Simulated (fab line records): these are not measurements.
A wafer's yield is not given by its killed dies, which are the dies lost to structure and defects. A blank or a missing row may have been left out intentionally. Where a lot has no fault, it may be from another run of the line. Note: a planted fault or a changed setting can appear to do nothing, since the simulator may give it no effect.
Chamber matching :: flow n5-finfet :: N5_FIN_SAQP_MANDREL1_REMOVE_56 on rie-si-04: 4 sister chambers
The step chemistry HBr/Cl2/O2, target a-Si, stops on SiNx, bt time 10 s. 8 wafers are shown with their chamber, then 10 later ones without.

WAFERS, EACH WITH ITS CHAMBER
wafer: L087.6
chamber: 1
drypump-motor-current-A (A): 6.3
oes-product-au (a.u.): 1.023

wafer: L089.1
chamber: 0
drypump-motor-current-A (A): 5.2
oes-product-au (a.u.): 1.008

wafer: L089.4
chamber: 1
drypump-motor-current-A (A): 6.4
oes-product-au (a.u.): 1.031

wafer: L090.4
chamber: 2
drypump-motor-current-A (A): 5.8
oes-product-au (a.u.): 1.006

wafer: L090.5
chamber: 3
drypump-motor-current-A (A): 6.5
oes-product-au (a.u.): 1.028

wafer: L090.6
chamber: 2
drypump-motor-current-A (A): 5.8
oes-product-au (a.u.): 1.024

wafer: L091.1
chamber: 0
drypump-motor-current-A (A): 5.2
oes-product-au (a.u.): 1.021

wafer: L091.2
chamber: 3
drypump-motor-current-A (A): 6.5
oes-product-au (a.u.): 1.028

WAFERS WHOSE CHAMBER IS MISSING
wafer: L091.4
drypump-motor-current-A (A): 6.4
oes-product-au (a.u.): 1.038

wafer: L092.4
drypump-motor-current-A (A): 6.5
oes-product-au (a.u.): 1.031

wafer: L092.5
drypump-motor-current-A (A): 6.4
oes-product-au (a.u.): 1.032

wafer: L092.6
drypump-motor-current-A (A): 5.2
oes-product-au (a.u.): 1.005

wafer: L093.2
drypump-motor-current-A (A): 6.4
oes-product-au (a.u.): 1.025

wafer: L093.3
drypump-motor-current-A (A): 5.8
oes-product-au (a.u.): 1.003

wafer: L093.5
drypump-motor-current-A (A): 6.5
oes-product-au (a.u.): 1.025

wafer: L095.1
drypump-motor-current-A (A): 5.2
oes-product-au (a.u.): 0.990

wafer: L095.3
drypump-motor-current-A (A): 6.4
oes-product-au (a.u.): 1.022

wafer: L095.5
drypump-motor-current-A (A): 5.2
oes-product-au (a.u.): 1.003

WHICH CHAMBER EACH ONE RAN IN
wafer: L091.4
from the rows above: can't be placed: 1 or 3
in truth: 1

wafer: L092.4
from the rows above: 3
in truth: 3

wafer: L092.5
from the rows above: can't be placed: 1 or 3
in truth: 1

wafer: L092.6
from the rows above: 0
in truth: 0

wafer: L093.2
from the rows above: can't be placed: 1 or 3
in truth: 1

wafer: L093.3
from the rows above: 2
in truth: 2

wafer: L093.5
from the rows above: 3
in truth: 3

wafer: L095.1
from the rows above: 0
in truth: 0

wafer: L095.3
from the rows above: can't be placed: 1 or 3
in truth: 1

wafer: L095.5
from the rows above: 0
in truth: 0
6 of 10 placed correctly. Cannot be placed on the basis of these rows: 4; the candidates contain the true chamber in 4. Placed wrongly: 0.
How it was worked out, from the rows above alone: a wafer's distance from a chamber is the root of the sum, over the readings, of the square of ((its reading less the chamber's mean) divided by the reading's scatter). The wafer belongs to the nearest chamber; if the next one is less than 2 further off, it can't be placed. The mean given for a chamber averages the wafers shown for that chamber. The scatter: take each reading less its chamber's mean, square it, sum over the shown wafers, divide by the number of wafers less the number of chambers, and take the root.
